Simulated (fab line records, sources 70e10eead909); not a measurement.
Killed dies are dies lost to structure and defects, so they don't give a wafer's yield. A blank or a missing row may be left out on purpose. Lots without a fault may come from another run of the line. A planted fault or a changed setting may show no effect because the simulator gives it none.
Chamber matching | flow nand_harc | NHARC_P_ZERO_WELL_ETCH_65 on rie_diel-05: 4 sister chambers
The step etches the open film in N2/H2, target depth 80 nm, overetch 24 nm, time 87.88 s. 4 wafers are shown with their chamber, then 8 later ones without.

WAFERS WITH THEIR CHAMBER
wafer  | chamber | drypump_motor_current_A (A)
L420.1 | 3       | 6.2
L424.6 | 1       | 6.2
L425.2 | 2       | 5.2
L431.3 | 0       | 5.7

WAFERS WITHOUT THEIR CHAMBER
wafer  | drypump_motor_current_A (A)
L431.5 | 5.2
L431.6 | 6.2
L434.2 | 5.6
L434.3 | 6.2
L434.6 | 5.7
L435.1 | 6.2
L435.2 | 5.2
L435.3 | 6.2

WHICH CHAMBER EACH WENT THROUGH
wafer  | from the rows above     | in truth
L431.5 | 2                       | 2
L431.6 | can't be placed: 1 or 3 | 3
L434.2 | 0                       | 0
L434.3 | can't be placed: 1 or 3 | 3
L434.6 | 0                       | 0
L435.1 | can't be placed: 1 or 3 | 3
L435.2 | 2                       | 2
L435.3 | can't be placed: 1 or 3 | 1
Placed correctly: 4 of 8. Can't be placed from these rows: 4 (the true chamber is among the candidates in 4). Placed wrongly: 0.
How it was worked out, from the rows above alone: a wafer's distance from a chamber is the root of the sum, over the readings, of the square of ((its reading less the chamber's mean) divided by the reading's scatter). The wafer belongs to the nearest chamber; if the next one is less than 2 further off, it can't be placed. A chamber's mean is the mean of its shown wafers. The scatter: with one shown wafer a chamber, the root of the mean of the squares of how far each hidden wafer lies from its nearest shown one.
